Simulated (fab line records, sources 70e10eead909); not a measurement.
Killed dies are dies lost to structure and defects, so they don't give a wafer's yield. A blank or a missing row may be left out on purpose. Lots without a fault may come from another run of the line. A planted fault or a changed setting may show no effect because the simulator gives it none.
Which tool did it? | flow nand_harc | 24 lots, 72 wafers sampled, at 2 steps of a route of 1302

WHAT THE GAUGES READ, wafer by wafer
NHARC_P_STI_CD_MEAS_09: target cd 200 nm.
lot  | measured     | on        | cd_nm (nm)
L074 | day 2 21:02  | cd_sem-03 | 199.0 198.8 200.1
L075 | day 3 04:39  | cd_sem-03 | 200.0 198.9 200.0
L076 | day 3 17:11  | cd_sem-02 | 201.2 202.7 201.0
L077 | day 4 01:11  | cd_sem-01 | 203.9 201.1 201.9
L078 | day 4 10:01  | cd_sem-03 | 203.0 201.3 202.4
L079 | day 4 22:14  | cd_sem-01 | 200.4 201.9 200.0
L080 | day 5 07:40  | cd_sem-01 | 198.8 201.8 201.2
L081 | day 5 16:35  | cd_sem-02 | 202.3 203.0 201.7
L082 | day 6 04:44  | cd_sem-03 | 199.9 199.6 200.3
L083 | day 6 15:41  | cd_sem-03 | 197.7 198.5 199.2
L084 | day 7 02:40  | cd_sem-03 | 198.9 198.9 201.5
L085 | day 7 10:40  | cd_sem-01 | 201.1 203.0 199.1
L086 | day 7 23:01  | cd_sem-02 | 201.2 197.9 197.6
L087 | day 8 06:35  | cd_sem-03 | 202.0 203.4 201.7
L088 | day 8 16:01  | cd_sem-03 | 202.0 199.9 200.6
L089 | day 9 00:02  | cd_sem-03 | 201.5 200.8 200.6
L090 | day 9 13:01  | cd_sem-01 | 200.1 200.2 201.1
L091 | day 9 20:08  | cd_sem-01 | 201.8 199.7 202.5
L092 | day 10 06:23 | cd_sem-03 | 202.0 199.4 199.7
L093 | day 10 19:56 | cd_sem-02 | 200.4 199.9 200.7
L094 | day 11 05:03 | cd_sem-03 | 200.2 200.2 200.6
L095 | day 11 15:17 | cd_sem-02 | 199.7 201.6 200.9
L096 | day 12 02:07 | cd_sem-03 | 200.3 204.2 203.5
L097 | day 12 11:07 | cd_sem-03 | 199.4 200.2 202.5

WHICH TOOL RAN EACH LOT (tool, then ch and the chambers of the sampled wafers, then the start)
lot  | NHARC_P_ZERO_WELL_DESCUM_13
L074 | rie_diel-06 ch 2,3, day 1 21:23
L075 | rie_diel-06 ch 1,2,3, day 2 07:19
L076 | rie_diel-06 ch 0,1, day 2 17:19
L077 | rie_diel-09 ch 1,2,3, day 3 03:21
L078 | rie_diel-06 ch 0,2,3, day 3 13:17
L079 | rie_diel-01 ch 0,1,3, day 3 23:23
L080 | rie_diel-01 ch 0,1,2, day 4 09:17
L081 | rie_diel-09 ch 0,3, day 4 19:16
L082 | rie_diel-01 ch 0,2,3, day 5 05:33
L083 | rie_diel-01 ch 0,1, day 5 15:32
L084 | rie_diel-01 ch 0,3, day 6 01:29
L085 | rie_diel-01 ch 0,1, day 6 11:17
L086 | rie_diel-01 ch 0,2,3, day 6 21:29
L087 | rie_diel-01 ch 0,2,3, day 7 07:24
L088 | rie_diel-01 ch 1,2,3, day 7 17:25
L089 | rie_diel-01 ch 1,2,3, day 8 03:25
L090 | rie_diel-06 ch 0,2,3, day 8 13:25
L091 | rie_diel-01 ch 0,1,3, day 8 23:16
L092 | rie_diel-09 ch 1,2,3, day 9 09:17
L093 | rie_diel-06 ch 1,2,3, day 9 19:59
L094 | rie_diel-01 ch 0,3, day 10 05:28
L095 | rie_diel-01 ch 0,1,2, day 10 15:25
L096 | rie_diel-06 ch 1,2, day 11 01:23
L097 | rie_diel-01 ch 0,1,3, day 11 11:17
- NHARC_P_ZERO_WELL_DESCUM_13: chemistry O2, time 3 s.

WHAT THE TOOLS THEMSELVES READ (means of the sampled wafers that have a number; where no wafer has one, the mark that the record gives instead)
NHARC_P_ZERO_WELL_DESCUM_13.
lot  | tool        | drypump_motor_current_A (A) | o2_flow_sccm (sccm) | oes_product_au (a.u.) | rf_vpp_V (V) | showerhead_plenum_p_Torr (Torr) | throttle_valve_pct (%)
L074 | rie_diel-06 | 5.3                         | 200.5               | 1.010                 | 58.1         | 1.94                            | 11.313
L075 | rie_diel-06 | 5.6                         | 199.4               | 1.011                 | 58.3         | 1.95                            | 11.309
L076 | rie_diel-06 | 5.8                         | 200.6               | 1.009                 | 57.7         | 1.98                            | 11.304
L077 | rie_diel-09 | 6.0                         | 199.8               | 0.992                 | 56.6         | 1.94                            | 11.311
L078 | rie_diel-06 | 5.6                         | 200.2               | 1.006                 | 58.3         | 1.92                            | 11.314
L079 | rie_diel-01 | 5.2                         | 199.4               | 1.003                 | 57.9         | 1.91                            | 11.317
L080 | rie_diel-01 | 5.5                         | 199.8               | 1.013                 | 58.0         | 1.91                            | 11.299
L081 | rie_diel-09 | 5.7                         | 199.7               | 0.999                 | 58.4         | 1.90                            | 11.308
L082 | rie_diel-01 | 5.6                         | 200.2               | 0.994                 | 58.0         | 1.85                            | 11.317
L083 | rie_diel-01 | 5.1                         | 200.3               | 1.002                 | 57.8         | 1.95                            | 11.325
L084 | rie_diel-01 | 5.5                         | 200.4               | 1.005                 | 57.8         | 1.88                            | 11.304
L085 | rie_diel-01 | 5.4                         | 200.1               | 0.997                 | 57.0         | 1.93                            | 11.319
L086 | rie_diel-01 | 5.6                         | 200.3               | 1.007                 | 57.3         | 1.85                            | 11.314
L087 | rie_diel-01 | 5.6                         | 200.3               | 1.002                 | 57.5         | 1.85                            | 11.309
L088 | rie_diel-01 | 5.3                         | 199.8               | 1.002                 | 56.6         | 1.88                            | 11.307
L089 | rie_diel-01 | 5.3                         | 200.0               | 1.005                 | 57.8         | 1.88                            | 11.318
L090 | rie_diel-06 | 5.5                         | 199.6               | 0.999                 | 57.3         | 1.91                            | 11.309
L091 | rie_diel-01 | 5.3                         | 200.0               | 1.002                 | 57.3         | 1.90                            | 11.313
L092 | rie_diel-09 | 5.9                         | 199.5               | 0.996                 | 58.7         | 1.92                            | 11.313
L093 | rie_diel-06 | 5.6                         | 200.1               | 0.998                 | 58.1         | 1.93                            | 11.307
L094 | rie_diel-01 | 5.4                         | 200.6               | 0.994                 | 58.2         | 1.84                            | 11.307
L095 | rie_diel-01 | 5.5                         | 199.7               | 1.002                 | 57.8         | 1.89                            | 11.310
L096 | rie_diel-06 | 5.5                         | 199.7               | 0.998                 | 57.9         | 1.97                            | 11.310
L097 | rie_diel-01 | 5.3                         | 199.9               | 0.997                 | 57.7         | 1.89                            | 11.313

THE ANSWER, worked out from the rows above alone
Rule: what is usual is taken from the lots themselves. Put in order of their means at a reading, lots are off if they are a third of the lots or fewer, leave a main group of 4 or more, and stand apart from it by a gap of 3 or more times the standard deviation of the main group's means; of several such gaps the widest counts. A main group whose means are all the same, to the digits that the tables above print for the reading, isn't used. A lot without any number at a reading at which 4 lots or more have one is off too. The other lots that the step has rows for count as sound. The gauges are gone through in route order, then the tools' own readings, and for those a lot's mean is taken as printed above. The first step at which some lot is off is used, and at that step the reading that is off furthest; a lot without a number counts as furthest.
No lot is off at any reading shown: from this, nothing can be told.

WHAT THE SIMULATOR HAD PUT IN
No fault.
